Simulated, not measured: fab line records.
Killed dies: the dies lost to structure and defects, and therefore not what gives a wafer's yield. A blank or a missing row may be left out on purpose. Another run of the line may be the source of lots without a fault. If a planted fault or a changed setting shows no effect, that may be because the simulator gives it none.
fab line records :: flow n5_finfet :: part 2 of 2: steps 17 to 26 of 26
record:
  lots: 5
  wafers: 15
  last_day: 16
route steps=1938 shown BEOL_M0@715
lots with no fault: from the same line, run without faults
start_h: hours from the record's opening day to when the first of the lot's shown wafers began :: wait_h: time in hours since the lot's previous step :: " unchanged from the row above :: L1.1+2: one row covering several wafers at once :: - either no value or no given start :: * or withheld: withheld :: < > ~ a bound
route shown NAME@n: NAME is a module with steps in the file, n the number in the route of the first one :: usual: mean/standard deviation taken from wafers without a fault :: same: alike in all rows :: chamber/n: place in a boat :: sites: the reading at each site :: _std_site: how widely they spread, as a standard deviation :: _edge_site: outer sites' mean less inner sites' :: radius_mm: how far each site lies from the wafer's centre :: mask NAME#n: copy n :: behind: the most recent tool/chamber to have shaped the wafer :: hold: the reason the lot was held/the length of the hold in hours/how it ended :: device: which transistor (n, p or np) failed to switch :: end of line: the same wafers' tests at the end of the route :: where a step has no rows: the recipe by itself :: killed: at the first sort, the dies lost to defects and structure; wafer yield is something else :: map: dies across one wafer; x = killed, . = not, _ = none there
set.NAME: the setting as run; set.NAME@STEP: as run at that earlier step :: model.NAME: the simulator's own value behind a step, which no gauge read
lots seen at some steps along the route; tables by step, rows by wafer
services: when a tool's chamber went out of use (start_h, in hours from the record's first day, below 0 if earlier), for how many hours, and the reason
== steps ==
step: N5_BEOL_M0_ALD_136
recipe:
  material: TaN
  target_thk_a: *
  temp_c: 275
  ald_precursor_family: PDMAT
  ald_co_reactant: NH3
  pressure_torr: 3
  carrier_flow_sccm: 1500
  pulse_time_s: 2
  purge_time_s: 3
  co_reactant_purge_time_s: 2
  co_reactant_pulse_time_s: 3
  ald_cycles: 30
  precursor_vessel_temp_c: 75
  precursor_vessel_pressure_torr: 26.25
  precursor_vessel_carrier_sccm: 1000
usual:
  heater_power_w: 413/38
same:
  ald_cycles: 30
lot.wafer: L074.2
tool: ald_metal-02
chamber: 3
start_h: 123.41
wait_h: 0.0
heater_power_w: 354
since_wet_clean_h: 4402

lot.wafer: L074.3
tool: ald_metal-02
chamber: 1
start_h: 123.41
wait_h: 0.0
heater_power_w: 431
since_wet_clean_h: 4402

lot.wafer: L074.6
tool: ald_metal-02
chamber: 0
start_h: 123.41
wait_h: 0.0
heater_power_w: 414
since_wet_clean_h: -

lot.wafer: L077.3
tool: ald_metal-02
chamber: 2
start_h: 136.25
wait_h: 0.3
heater_power_w: 397
since_wet_clean_h: 4415

lot.wafer: L077.5
tool: ald_metal-02
chamber: 0
start_h: 136.25
wait_h: 0.3
heater_power_w: 412
since_wet_clean_h: -

lot.wafer: L077.6
tool: ald_metal-02
chamber: 1
start_h: 136.25
wait_h: 0.3
heater_power_w: 434
since_wet_clean_h: -

lot.wafer: L083.1
tool: ald_metal-02
chamber: 1
start_h: 171.35
wait_h: 0.0
heater_power_w: 421
since_wet_clean_h: 4450

lot.wafer: L083.3
tool: ald_metal-02
chamber: 3
start_h: 171.35
wait_h: 0.0
heater_power_w: 364
since_wet_clean_h: 4450

lot.wafer: L083.4
tool: ald_metal-02
chamber: 2
start_h: 171.35
wait_h: 0.0
heater_power_w: 407
since_wet_clean_h: 4450

lot.wafer: L085.1
tool: ald_metal-02
chamber: 2
start_h: 185.04
wait_h: 0.1
heater_power_w: 408
since_wet_clean_h: 4463

lot.wafer: L085.3
tool: ald_metal-02
chamber: 3
start_h: 185.04
wait_h: 0.1
heater_power_w: 358
since_wet_clean_h: 4463

lot.wafer: L085.4
tool: ald_metal-02
chamber: 1
start_h: 185.04
wait_h: 0.1
heater_power_w: 429
since_wet_clean_h: 4463

lot.wafer: L091.1
tool: ald_metal-03
chamber: 0
start_h: 219.24
wait_h: 0.1
heater_power_w: 440
since_wet_clean_h: 2959

lot.wafer: L091.4
tool: ald_metal-03
chamber: 2
start_h: 219.24
wait_h: 0.1
heater_power_w: 431
since_wet_clean_h: 2959

lot.wafer: L091.5
tool: ald_metal-03
chamber: 2
start_h: 219.24
wait_h: 0.1
heater_power_w: 421
since_wet_clean_h: -
step: N5_BEOL_M0_SURFACE_TREAT_137
recipe:
  gas: Ar
  time_s: *
  ion_energy_ev: *
  ion_current_ma_cm2: 0.5
  pressure_mtorr: *
  ar_flow_sccm: 30
usual:
  throttle_valve_pct: *
lot.wafer: L074.2
tool: pvd_sputter-01
chamber: -
start_h: 123.70
wait_h: 0.2
throttle_valve_pct: *

lot.wafer: L074.3
tool: pvd_sputter-01
chamber: -
start_h: 123.70
wait_h: 0.2
throttle_valve_pct: *

lot.wafer: L074.6
tool: pvd_sputter-01
chamber: -
start_h: 123.70
wait_h: 0.2
throttle_valve_pct: *

lot.wafer: L077.3
tool: pvd_sputter-01
chamber: -
start_h: 136.72
wait_h: 0.4
throttle_valve_pct: *

lot.wafer: L077.5
tool: pvd_sputter-01
chamber: -
start_h: 136.72
wait_h: 0.4
throttle_valve_pct: *

lot.wafer: L077.6
tool: pvd_sputter-01
chamber: -
start_h: 136.72
wait_h: 0.4
throttle_valve_pct: *

lot.wafer: L083.1
tool: pvd_sputter-01
chamber: -
start_h: 171.66
wait_h: 0.2
throttle_valve_pct: *

lot.wafer: L083.3
tool: pvd_sputter-01
chamber: -
start_h: 171.66
wait_h: 0.2
throttle_valve_pct: *

lot.wafer: L083.4
tool: pvd_sputter-01
chamber: -
start_h: 171.66
wait_h: 0.2
throttle_valve_pct: *

lot.wafer: L085.1
tool: pvd_sputter-01
chamber: -
start_h: 185.36
wait_h: 0.2
throttle_valve_pct: *

lot.wafer: L085.3
tool: pvd_sputter-01
chamber: -
start_h: 185.36
wait_h: 0.2
throttle_valve_pct: *

lot.wafer: L085.4
tool: pvd_sputter-01
chamber: -
start_h: 185.36
wait_h: 0.2
throttle_valve_pct: *

lot.wafer: L091.1
tool: pvd_sputter-03
chamber: -
start_h: 219.54
wait_h: 0.2
throttle_valve_pct: *

lot.wafer: L091.4
tool: pvd_sputter-03
chamber: -
start_h: 219.54
wait_h: 0.2
throttle_valve_pct: *

lot.wafer: L091.5
tool: pvd_sputter-03
chamber: -
start_h: 219.54
wait_h: 0.2
throttle_valve_pct: *
step: N5_BEOL_M0_CVD_115
recipe:
  material: Co
  target_thk_a: *
  temp_c: withheld
  precursor: CCTBA/H2
  pressure_torr: 30
  time_s: 120
lot.wafer: L074.2
tool: cvd_co-01
chamber: 2
start_h: 123.98
wait_h: 0.3
since_wet_clean_h: 425

lot.wafer: L074.3
tool: cvd_co-01
chamber: 2
start_h: 123.98
wait_h: 0.3
since_wet_clean_h: -

lot.wafer: L074.6
tool: cvd_co-01
chamber: 2
start_h: 123.98
wait_h: 0.3
since_wet_clean_h: -

lot.wafer: L077.3
tool: cvd_co-01
chamber: 1
start_h: 137.01
wait_h: 0.3
since_wet_clean_h: 0

lot.wafer: L077.5
tool: cvd_co-01
chamber: 1
start_h: 137.01
wait_h: 0.3
since_wet_clean_h: -

lot.wafer: L077.6
tool: cvd_co-01
chamber: 0
start_h: 137.01
wait_h: 0.3
since_wet_clean_h: -

lot.wafer: L083.1
tool: cvd_co-02
chamber: 2
start_h: 171.72
wait_h: 0.0
since_wet_clean_h: 254

lot.wafer: L083.3
tool: cvd_co-02
chamber: 0
start_h: 171.72
wait_h: 0.0
since_wet_clean_h: 713

lot.wafer: L083.4
tool: cvd_co-02
chamber: 0
start_h: 171.72
wait_h: 0.0
since_wet_clean_h: -

lot.wafer: L085.1
tool: cvd_co-01
chamber: 2
start_h: 185.64
wait_h: 0.3
since_wet_clean_h: 486

lot.wafer: L085.3
tool: cvd_co-01
chamber: 0
start_h: 185.64
wait_h: 0.3
since_wet_clean_h: 946

lot.wafer: L085.4
tool: cvd_co-01
chamber: 0
start_h: 185.64
wait_h: 0.3
since_wet_clean_h: -

lot.wafer: L091.1
tool: cvd_co-01
chamber: 1
start_h: 219.61
wait_h: 0.0
since_wet_clean_h: 83

lot.wafer: L091.4
tool: cvd_co-01
chamber: 2
start_h: 219.61
wait_h: 0.0
since_wet_clean_h: -

lot.wafer: L091.5
tool: cvd_co-01
chamber: 0
start_h: 219.61
wait_h: 0.0
since_wet_clean_h: -
step: N5_BEOL_M0_SPUTTER_116
recipe:
  material: Cu
  target_thk_a: 40
  temp_c: -20
  chamber_pressure_pa: 0.07
  power_w: withheld
  time_s: 7.37
usual:
  chuck_gas_flow_sccm: 1.25/0.049
  throttle_valve_pct: 30.2/1.1
lot.wafer: L074.2
tool: pvd_sputter-02
chamber: -
start_h: 125.23
wait_h: 1.2
chuck_gas_flow_sccm: 1.25
throttle_valve_pct: 29.7

lot.wafer: L074.3
tool: pvd_sputter-02
chamber: -
start_h: 125.23
wait_h: 1.2
chuck_gas_flow_sccm: 1.20
throttle_valve_pct: 27.8

lot.wafer: L074.6
tool: pvd_sputter-02
chamber: -
start_h: 125.23
wait_h: 1.2
chuck_gas_flow_sccm: 1.26
throttle_valve_pct: 27.7

lot.wafer: L077.3
tool: pvd_sputter-01
chamber: -
start_h: 137.26
wait_h: 0.2
chuck_gas_flow_sccm: 1.26
throttle_valve_pct: 28.7

lot.wafer: L077.5
tool: pvd_sputter-01
chamber: -
start_h: 137.26
wait_h: 0.2
chuck_gas_flow_sccm: 1.26
throttle_valve_pct: 31.1

lot.wafer: L077.6
tool: pvd_sputter-01
chamber: -
start_h: 137.26
wait_h: 0.2
chuck_gas_flow_sccm: 1.20
throttle_valve_pct: 29.8

lot.wafer: L083.1
tool: pvd_sputter-02
chamber: -
start_h: 171.83
wait_h: 0.1
chuck_gas_flow_sccm: 1.20
throttle_valve_pct: 27.9

lot.wafer: L083.3
tool: pvd_sputter-02
chamber: -
start_h: 171.83
wait_h: 0.1
chuck_gas_flow_sccm: 1.28
throttle_valve_pct: 31.2

lot.wafer: L083.4
tool: pvd_sputter-02
chamber: -
start_h: 171.83
wait_h: 0.1
chuck_gas_flow_sccm: 1.35
throttle_valve_pct: 30.9

lot.wafer: L085.1
tool: pvd_sputter-03
chamber: -
start_h: 187.57
wait_h: 1.9
chuck_gas_flow_sccm: 1.28
throttle_valve_pct: 29.9

lot.wafer: L085.3
tool: pvd_sputter-03
chamber: -
start_h: 187.57
wait_h: 1.9
chuck_gas_flow_sccm: 1.24
throttle_valve_pct: 31.1

lot.wafer: L085.4
tool: pvd_sputter-03
chamber: -
start_h: 187.57
wait_h: 1.9
chuck_gas_flow_sccm: 1.24
throttle_valve_pct: 29.6

lot.wafer: L091.1
tool: pvd_sputter-01
chamber: -
start_h: 219.72
wait_h: 0.1
chuck_gas_flow_sccm: 1.26
throttle_valve_pct: 29.9

lot.wafer: L091.4
tool: pvd_sputter-01
chamber: -
start_h: 219.72
wait_h: 0.1
chuck_gas_flow_sccm: 1.24
throttle_valve_pct: 30.8

lot.wafer: L091.5
tool: pvd_sputter-01
chamber: -
start_h: 219.72
wait_h: 0.1
chuck_gas_flow_sccm: 1.23
throttle_valve_pct: 31.5
step: N5_BEOL_M0_ANNEAL_117
recipe:
  temp_c: 400
  time_s: 60
  ambient: vacuum
usual:
  heater_power_w: 844/65
lot.wafer: L074.2
tool: pvd_sputter-02
chamber: -
start_h: 125.31
wait_h: 0.0
heater_power_w: 816

lot.wafer: L074.3
tool: pvd_sputter-02
chamber: -
start_h: 125.31
wait_h: 0.0
heater_power_w: 1012

lot.wafer: L074.6
tool: pvd_sputter-02
chamber: -
start_h: 125.31
wait_h: 0.0
heater_power_w: 1030

lot.wafer: L077.3
tool: pvd_sputter-01
chamber: -
start_h: 137.34
wait_h: 0.0
heater_power_w: 807

lot.wafer: L077.5
tool: pvd_sputter-01
chamber: -
start_h: 137.34
wait_h: 0.0
heater_power_w: 766

lot.wafer: L077.6
tool: pvd_sputter-01
chamber: -
start_h: 137.34
wait_h: 0.0
heater_power_w: 794

lot.wafer: L083.1
tool: pvd_sputter-02
chamber: -
start_h: 171.91
wait_h: 0.0
heater_power_w: 1010

lot.wafer: L083.3
tool: pvd_sputter-02
chamber: -
start_h: 171.91
wait_h: 0.0
heater_power_w: 835

lot.wafer: L083.4
tool: pvd_sputter-02
chamber: -
start_h: 171.91
wait_h: 0.0
heater_power_w: 881

lot.wafer: L085.1
tool: pvd_sputter-03
chamber: -
start_h: 187.65
wait_h: 0.0
heater_power_w: 802

lot.wafer: L085.3
tool: pvd_sputter-03
chamber: -
start_h: 187.65
wait_h: 0.0
heater_power_w: 859

lot.wafer: L085.4
tool: pvd_sputter-03
chamber: -
start_h: 187.65
wait_h: 0.0
heater_power_w: 816

lot.wafer: L091.1
tool: pvd_sputter-01
chamber: -
start_h: 219.80
wait_h: 0.0
heater_power_w: 794

lot.wafer: L091.4
tool: pvd_sputter-01
chamber: -
start_h: 219.80
wait_h: 0.0
heater_power_w: 776

lot.wafer: L091.5
tool: pvd_sputter-01
chamber: -
start_h: 219.80
wait_h: 0.0
heater_power_w: 835
step: N5_BEOL_M0_SPUTTER_132
recipe:
  material: Cu
  target_thk_a: 40
  temp_c: -20
  chamber_pressure_pa: 0.07
  power_w: withheld
  time_s: 7.37
usual:
  chuck_gas_flow_sccm: 1.25/0.05
  throttle_valve_pct: 30.2/1
lot.wafer: L074.2
tool: pvd_sputter-02
chamber: -
start_h: 125.35
wait_h: 0.0
chuck_gas_flow_sccm: 1.25
throttle_valve_pct: 29.9

lot.wafer: L074.3
tool: pvd_sputter-02
chamber: -
start_h: 125.35
wait_h: 0.0
chuck_gas_flow_sccm: 1.27
throttle_valve_pct: 27.6

lot.wafer: L074.6
tool: pvd_sputter-02
chamber: -
start_h: 125.35
wait_h: 0.0
chuck_gas_flow_sccm: 1.17
throttle_valve_pct: 27.7

lot.wafer: L077.3
tool: pvd_sputter-01
chamber: -
start_h: 137.38
wait_h: 0.0
chuck_gas_flow_sccm: 1.24
throttle_valve_pct: 28.5

lot.wafer: L077.5
tool: pvd_sputter-01
chamber: -
start_h: 137.38
wait_h: 0.0
chuck_gas_flow_sccm: 1.22
throttle_valve_pct: 30.9

lot.wafer: L077.6
tool: pvd_sputter-01
chamber: -
start_h: 137.38
wait_h: 0.0
chuck_gas_flow_sccm: 1.30
throttle_valve_pct: 29.8

lot.wafer: L083.1
tool: pvd_sputter-02
chamber: -
start_h: 171.95
wait_h: 0.0
chuck_gas_flow_sccm: 1.20
throttle_valve_pct: 28.1

lot.wafer: L083.3
tool: pvd_sputter-02
chamber: -
start_h: 171.95
wait_h: 0.0
chuck_gas_flow_sccm: 1.19
throttle_valve_pct: 31.0

lot.wafer: L083.4
tool: pvd_sputter-02
chamber: -
start_h: 171.95
wait_h: 0.0
chuck_gas_flow_sccm: 1.25
throttle_valve_pct: 31.2

lot.wafer: L085.1
tool: pvd_sputter-03
chamber: -
start_h: 187.69
wait_h: 0.0
chuck_gas_flow_sccm: 1.17
throttle_valve_pct: 29.8

lot.wafer: L085.3
tool: pvd_sputter-03
chamber: -
start_h: 187.69
wait_h: 0.0
chuck_gas_flow_sccm: 1.24
throttle_valve_pct: 31.1

lot.wafer: L085.4
tool: pvd_sputter-03
chamber: -
start_h: 187.69
wait_h: 0.0
chuck_gas_flow_sccm: 1.26
throttle_valve_pct: 29.9

lot.wafer: L091.1
tool: pvd_sputter-01
chamber: -
start_h: 219.84
wait_h: 0.0
chuck_gas_flow_sccm: 1.22
throttle_valve_pct: 29.6

lot.wafer: L091.4
tool: pvd_sputter-01
chamber: -
start_h: 219.84
wait_h: 0.0
chuck_gas_flow_sccm: 1.18
throttle_valve_pct: 30.9

lot.wafer: L091.5
tool: pvd_sputter-01
chamber: -
start_h: 219.84
wait_h: 0.0
chuck_gas_flow_sccm: 1.29
throttle_valve_pct: 31.3
step: N5_BEOL_M0_ANNEAL_133
recipe:
  temp_c: 400
  time_s: 60
  ambient: vacuum
usual:
  heater_power_w: 843/66
lot.wafer: L074.2
tool: pvd_sputter-02
chamber: -
start_h: 125.43
wait_h: 0.0
heater_power_w: 856

lot.wafer: L074.3
tool: pvd_sputter-02
chamber: -
start_h: 125.43
wait_h: 0.0
heater_power_w: 1043

lot.wafer: L074.6
tool: pvd_sputter-02
chamber: -
start_h: 125.43
wait_h: 0.0
heater_power_w: 1044

lot.wafer: L077.3
tool: pvd_sputter-01
chamber: -
start_h: 137.46
wait_h: 0.0
heater_power_w: 804

lot.wafer: L077.5
tool: pvd_sputter-01
chamber: -
start_h: 137.46
wait_h: 0.0
heater_power_w: 746

lot.wafer: L077.6
tool: pvd_sputter-01
chamber: -
start_h: 137.46
wait_h: 0.0
heater_power_w: 782

lot.wafer: L083.1
tool: pvd_sputter-02
chamber: -
start_h: 172.03
wait_h: 0.0
heater_power_w: 1028

lot.wafer: L083.3
tool: pvd_sputter-02
chamber: -
start_h: 172.03
wait_h: 0.0
heater_power_w: 856

lot.wafer: L083.4
tool: pvd_sputter-02
chamber: -
start_h: 172.03
wait_h: 0.0
heater_power_w: 901

lot.wafer: L085.1
tool: pvd_sputter-03
chamber: -
start_h: 187.77
wait_h: 0.0
heater_power_w: 805

lot.wafer: L085.3
tool: pvd_sputter-03
chamber: -
start_h: 187.77
wait_h: 0.0
heater_power_w: 890

lot.wafer: L085.4
tool: pvd_sputter-03
chamber: -
start_h: 187.77
wait_h: 0.0
heater_power_w: 820

lot.wafer: L091.1
tool: pvd_sputter-01
chamber: -
start_h: 219.92
wait_h: 0.0
heater_power_w: 813

lot.wafer: L091.4
tool: pvd_sputter-01
chamber: -
start_h: 219.92
wait_h: 0.0
heater_power_w: 772

lot.wafer: L091.5
tool: pvd_sputter-01
chamber: -
start_h: 219.92
wait_h: 0.0
heater_power_w: 841
step: N5_BEOL_M0_SPUTTER_134
recipe:
  material: Cu
  target_thk_a: 40
  temp_c: -20
  chamber_pressure_pa: 0.07
  power_w: withheld
  time_s: 7.37
usual:
  chuck_gas_flow_sccm: 1.26/0.051
  throttle_valve_pct: 30.1/1.1
lot.wafer: L074.2
tool: pvd_sputter-02
chamber: -
start_h: 125.47
wait_h: 0.0
chuck_gas_flow_sccm: 1.20
throttle_valve_pct: 29.7

lot.wafer: L074.3
tool: pvd_sputter-02
chamber: -
start_h: 125.47
wait_h: 0.0
chuck_gas_flow_sccm: 1.22
throttle_valve_pct: 27.6

lot.wafer: L074.6
tool: pvd_sputter-02
chamber: -
start_h: 125.47
wait_h: 0.0
chuck_gas_flow_sccm: 1.30
throttle_valve_pct: 28.0

lot.wafer: L077.3
tool: pvd_sputter-01
chamber: -
start_h: 137.50
wait_h: 0.0
chuck_gas_flow_sccm: 1.23
throttle_valve_pct: 28.7

lot.wafer: L077.5
tool: pvd_sputter-01
chamber: -
start_h: 137.50
wait_h: 0.0
chuck_gas_flow_sccm: 1.20
throttle_valve_pct: 30.9

lot.wafer: L077.6
tool: pvd_sputter-01
chamber: -
start_h: 137.50
wait_h: 0.0
chuck_gas_flow_sccm: 1.25
throttle_valve_pct: 29.9

lot.wafer: L083.1
tool: pvd_sputter-02
chamber: -
start_h: 172.07
wait_h: 0.0
chuck_gas_flow_sccm: 1.31
throttle_valve_pct: 27.5

lot.wafer: L083.3
tool: pvd_sputter-02
chamber: -
start_h: 172.07
wait_h: 0.0
chuck_gas_flow_sccm: 1.30
throttle_valve_pct: 31.2

lot.wafer: L083.4
tool: pvd_sputter-02
chamber: -
start_h: 172.07
wait_h: 0.0
chuck_gas_flow_sccm: 1.25
throttle_valve_pct: 31.4

lot.wafer: L085.1
tool: pvd_sputter-03
chamber: -
start_h: 187.81
wait_h: 0.0
chuck_gas_flow_sccm: 1.20
throttle_valve_pct: 30.0

lot.wafer: L085.3
tool: pvd_sputter-03
chamber: -
start_h: 187.81
wait_h: 0.0
chuck_gas_flow_sccm: 1.28
throttle_valve_pct: 31.1

lot.wafer: L085.4
tool: pvd_sputter-03
chamber: -
start_h: 187.81
wait_h: 0.0
chuck_gas_flow_sccm: 1.19
throttle_valve_pct: 29.9

lot.wafer: L091.1
tool: pvd_sputter-01
chamber: -
start_h: 219.96
wait_h: 0.0
chuck_gas_flow_sccm: 1.18
throttle_valve_pct: 30.0

lot.wafer: L091.4
tool: pvd_sputter-01
chamber: -
start_h: 219.96
wait_h: 0.0
chuck_gas_flow_sccm: 1.34
throttle_valve_pct: 30.6

lot.wafer: L091.5
tool: pvd_sputter-01
chamber: -
start_h: 219.96
wait_h: 0.0
chuck_gas_flow_sccm: 1.24
throttle_valve_pct: 31.6
step: N5_BEOL_M0_ANNEAL_135
recipe:
  temp_c: 400
  time_s: 60
  ambient: vacuum
usual:
  heater_power_w: 845/65
lot.wafer: L074.2
tool: pvd_sputter-02
chamber: -
start_h: 125.55
wait_h: 0.0
heater_power_w: 805

lot.wafer: L074.3
tool: pvd_sputter-02
chamber: -
start_h: 125.55
wait_h: 0.0
heater_power_w: 1012

lot.wafer: L074.6
tool: pvd_sputter-02
chamber: -
start_h: 125.55
wait_h: 0.0
heater_power_w: 1025

lot.wafer: L077.3
tool: pvd_sputter-01
chamber: -
start_h: 137.58
wait_h: 0.0
heater_power_w: 811

lot.wafer: L077.5
tool: pvd_sputter-01
chamber: -
start_h: 137.58
wait_h: 0.0
heater_power_w: 764

lot.wafer: L077.6
tool: pvd_sputter-01
chamber: -
start_h: 137.58
wait_h: 0.0
heater_power_w: 790

lot.wafer: L083.1
tool: pvd_sputter-02
chamber: -
start_h: 172.15
wait_h: 0.0
heater_power_w: 1037

lot.wafer: L083.3
tool: pvd_sputter-02
chamber: -
start_h: 172.15
wait_h: 0.0
heater_power_w: 847

lot.wafer: L083.4
tool: pvd_sputter-02
chamber: -
start_h: 172.15
wait_h: 0.0
heater_power_w: 919

lot.wafer: L085.1
tool: pvd_sputter-03
chamber: -
start_h: 187.89
wait_h: 0.0
heater_power_w: 805

lot.wafer: L085.3
tool: pvd_sputter-03
chamber: -
start_h: 187.89
wait_h: 0.0
heater_power_w: 881

lot.wafer: L085.4
tool: pvd_sputter-03
chamber: -
start_h: 187.89
wait_h: 0.0
heater_power_w: 829

lot.wafer: L091.1
tool: pvd_sputter-01
chamber: -
start_h: 220.04
wait_h: 0.0
heater_power_w: 784

lot.wafer: L091.4
tool: pvd_sputter-01
chamber: -
start_h: 220.04
wait_h: 0.0
heater_power_w: 765

lot.wafer: L091.5
tool: pvd_sputter-01
chamber: -
start_h: 220.04
wait_h: 0.0
heater_power_w: 847
step: N5_BEOL_M0_SPUTTER_141
recipe:
  material: Cu
  target_thk_a: 40
  temp_c: -20
  chamber_pressure_pa: 0.07
  power_w: withheld
  time_s: 7.37
usual:
  chuck_gas_flow_sccm: 1.26/0.052
  throttle_valve_pct: 30.2/1.1
lot.wafer: L074.2
tool: pvd_sputter-02
chamber: -
start_h: 125.59
wait_h: 0.0
chuck_gas_flow_sccm: 1.26
throttle_valve_pct: 29.7

lot.wafer: L074.3
tool: pvd_sputter-02
chamber: -
start_h: 125.59
wait_h: 0.0
chuck_gas_flow_sccm: 1.22
throttle_valve_pct: 27.5

lot.wafer: L074.6
tool: pvd_sputter-02
chamber: -
start_h: 125.59
wait_h: 0.0
chuck_gas_flow_sccm: 1.24
throttle_valve_pct: 27.7

lot.wafer: L077.3
tool: pvd_sputter-01
chamber: -
start_h: 137.62
wait_h: 0.0
chuck_gas_flow_sccm: 1.30
throttle_valve_pct: 28.7

lot.wafer: L077.5
tool: pvd_sputter-01
chamber: -
start_h: 137.62
wait_h: 0.0
chuck_gas_flow_sccm: 1.30
throttle_valve_pct: 30.7

lot.wafer: L077.6
tool: pvd_sputter-01
chamber: -
start_h: 137.62
wait_h: 0.0
chuck_gas_flow_sccm: 1.34
throttle_valve_pct: 29.7

lot.wafer: L083.1
tool: pvd_sputter-02
chamber: -
start_h: 172.19
wait_h: 0.0
chuck_gas_flow_sccm: 1.26
throttle_valve_pct: 27.8

lot.wafer: L083.3
tool: pvd_sputter-02
chamber: -
start_h: 172.19
wait_h: 0.0
chuck_gas_flow_sccm: 1.18
throttle_valve_pct: 31.2

lot.wafer: L083.4
tool: pvd_sputter-02
chamber: -
start_h: 172.19
wait_h: 0.0
chuck_gas_flow_sccm: 1.22
throttle_valve_pct: 31.0

lot.wafer: L085.1
tool: pvd_sputter-03
chamber: -
start_h: 187.93
wait_h: 0.0
chuck_gas_flow_sccm: 1.31
throttle_valve_pct: 29.8

lot.wafer: L085.3
tool: pvd_sputter-03
chamber: -
start_h: 187.93
wait_h: 0.0
chuck_gas_flow_sccm: 1.22
throttle_valve_pct: 31.2

lot.wafer: L085.4
tool: pvd_sputter-03
chamber: -
start_h: 187.93
wait_h: 0.0
chuck_gas_flow_sccm: 1.22
throttle_valve_pct: 30.0

lot.wafer: L091.1
tool: pvd_sputter-01
chamber: -
start_h: 220.08
wait_h: 0.0
chuck_gas_flow_sccm: 1.31
throttle_valve_pct: 29.9

lot.wafer: L091.4
tool: pvd_sputter-01
chamber: -
start_h: 220.08
wait_h: 0.0
chuck_gas_flow_sccm: 1.31
throttle_valve_pct: 31.1

lot.wafer: L091.5
tool: pvd_sputter-01
chamber: -
start_h: 220.08
wait_h: 0.0
chuck_gas_flow_sccm: 1.28
throttle_valve_pct: 31.6
== services ==
tool: rie_metal-01
chamber: 1
start_h: 113.05
hours: 5.0
kind: repair

tool: cvd_co-01
chamber: 1
start_h: 114.67
hours: -
kind: clean

tool: cvd_co-01
chamber: 1
start_h: 114.67
hours: 22.0
kind: scheduled_down

tool: cvd_co-01
chamber: 1
start_h: 114.67
hours: 22.0
kind: vent_cycle

tool: ald_metal-02
chamber: 2
start_h: 118.15
hours: 5.5
kind: repair

tool: rie_diel-02
chamber: 0
start_h: 126.72
hours: 16.1
kind: repair

tool: cvd_co-02
chamber: -
start_h: 145.64
hours: 0.6
kind: repair

tool: rie_diel-06
chamber: 1
start_h: 151.02
hours: -
kind: clean

tool: rie_diel-06
chamber: 1
start_h: 151.02
hours: -
kind: consumable_replace:focus_ring

tool: rie_diel-06
chamber: 1
start_h: 151.02
hours: -
kind: consumable_replace:showerhead

tool: rie_diel-06
chamber: 1
start_h: 151.02
hours: 25.5
kind: scheduled_down

tool: rie_diel-06
chamber: 1
start_h: 151.02
hours: 25.5
kind: vent_cycle

tool: rie_diel-05
chamber: 1
start_h: 162.15
hours: 36.3
kind: repair

tool: ald_metal-03
chamber: 0
start_h: 163.31
hours: 4.2
kind: repair

tool: rie_metal-02
chamber: 1
start_h: 183.12
hours: 1.1
kind: repair

tool: rie_metal-02
chamber: -
start_h: 191.37
hours: 2.8
kind: pm

tool: rie_metal-01
chamber: -
start_h: 197.46
hours: 0.1
kind: repair

tool: rie_diel-06
chamber: 2
start_h: 197.89
hours: 1.5
kind: repair

tool: rie_diel-02
chamber: 1
start_h: 198.27
hours: 1.6
kind: repair

tool: ald_metal-02
chamber: -
start_h: 199.93
hours: 1.4
kind: repair
